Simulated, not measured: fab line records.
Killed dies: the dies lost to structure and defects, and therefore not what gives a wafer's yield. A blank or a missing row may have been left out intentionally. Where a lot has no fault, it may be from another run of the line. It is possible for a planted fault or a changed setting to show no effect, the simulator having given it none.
Split-lot study | flow n5-finfet | route with 1938 steps; 7 lots, 21 wafers read

## SPLIT DETAILS
At N5_BEOL_M10_ETCH_41 (etches SiCN in CH3F/O2, target depth 42.6 nm, time 86 s), the setting source-w was moved away from the recipe's 395 W on 8 of the 21 wafers read, by -13.5% to -9.9%. All remaining wafers had this setting at the recipe value.

Reading taken at the split's own step.

## THE READING
rf-vpp-V, in V, at N5_BEOL_M10_ETCH_41 (etches SiCN in CH3F/O2, target depth 42.6 nm, time 86 s). A value of 297.0 V with a standard deviation of 1.7 V is what fault-free wafers of this fab line usually give.

wafer  | tool, chamber at the split | source-w as run, W | against the recipe | rf-vpp-V, V | against lot-mates on the recipe
L075.2 | rie-diel-05, 3             | 395                | recipe             | 294.6       | -
L075.4 | rie-diel-05, 0             | 355.8              | -9.9%              | 308.1       | +13.5
L075.6 | rie-diel-05, 0             | 355.8              | -9.9%              | 307.9       | +13.3
L085.2 | rie-diel-05, 0             | 395                | recipe             | 296.8       | -
L085.3 | rie-diel-05, 2             | 395                | recipe             | 299.0       | -
L085.5 | rie-diel-05, 3             | 395                | recipe             | 295.9       | -
L087.1 | rie-diel-06, 1             | 395                | recipe             | 297.1       | -
L087.2 | rie-diel-06, 2             | 395                | recipe             | 295.2       | -
L087.3 | rie-diel-06, 3             | 341.6              | -13.5%             | 313.1       | +17.0
L092.2 | rie-diel-01, 0             | 355.2              | -10.1%             | 309.0       | +13.9
L092.5 | rie-diel-01, 1             | 395                | recipe             | 295.1       | -
L092.6 | rie-diel-01, 3             | 355.2              | -10.1%             | 308.8       | +13.7
L093.1 | rie-diel-05, 0             | 348.2              | -11.8%             | 308.1       | no lot-mate on the recipe
L093.4 | rie-diel-05, 1             | 348.2              | -11.8%             | 310.2       | no lot-mate on the recipe
L093.6 | rie-diel-05, 2             | 348.2              | -11.8%             | 310.9       | no lot-mate on the recipe
L097.1 | rie-diel-06, 1             | 395                | recipe             | 295.9       | -
L097.2 | rie-diel-06, 0             | 395                | recipe             | 294.8       | -
L097.4 | rie-diel-06, 3             | 395                | recipe             | 299.5       | -
L094.2 | rie-diel-06, 2             | 395                | recipe             | 296.4       | -
L094.4 | rie-diel-06, 1             | 395                | recipe             | 294.1       | -
L094.6 | rie-diel-06, 0             | 395                | recipe             | 293.4       | -

THE FIT
A straight line over all 21 wafers: rf-vpp-V changes by -1.21 V for each +1% of source-w; r = -0.98; the points scatter about the line by 1.5 V.
The same after taking each lot's own level away (the mean of its wafers on the recipe; 18 wafers): -1.32 V for each +1%; r = -0.98; scatter 1.3 V.
On that fit, the largest move of source-w shifts the reading by 18 V.
The lots' own levels span 294.60 to 297.23 V, that is 1.5 times the standard deviation above.
The two slopes are in agreement: the lot-to-lot level therefore moves the slope only a little.
Check: +18.4 V against its lot-mates is what the line predicts for one of the wafers moved furthest among these (-13.5%) when that wafer is left out of the fit. It came out at +17 V against them.
Tool readings at the split's step, against how far the setting was moved: rf-vpp-V r = -0.98.

## THESE WAFERS: OTHER SPLITS
Before the reading, these wafers also passed through other splits. Each is held against what the fit with the lots' levels taken away leaves over:
other split on the same wafers    | wafers away from the commonest value | r with rf-vpp-V (lot level and that fit taken away)
N5_BEOL_M8_TRENCH_ETCH_37 time-s  | 6                                    | +0.02
N5_BEOL_M9_EXPOSE_25 dose-mj      | 8                                    | +0.31
N5_BEOL_M10_COAT_60 spin-rpm      | 7                                    | -0.08
N5_BEOL_M10_EXPOSE_08 dose-mj     | 10                                   | +0.02
N5_BEOL_M10_TRENCH_ETCH_37 bias-w | 8                                    | +0.11

## THE FILE'S OWN FIT
rf-vpp-V changes by -1.31 V for each +1% of source-w, r = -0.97.
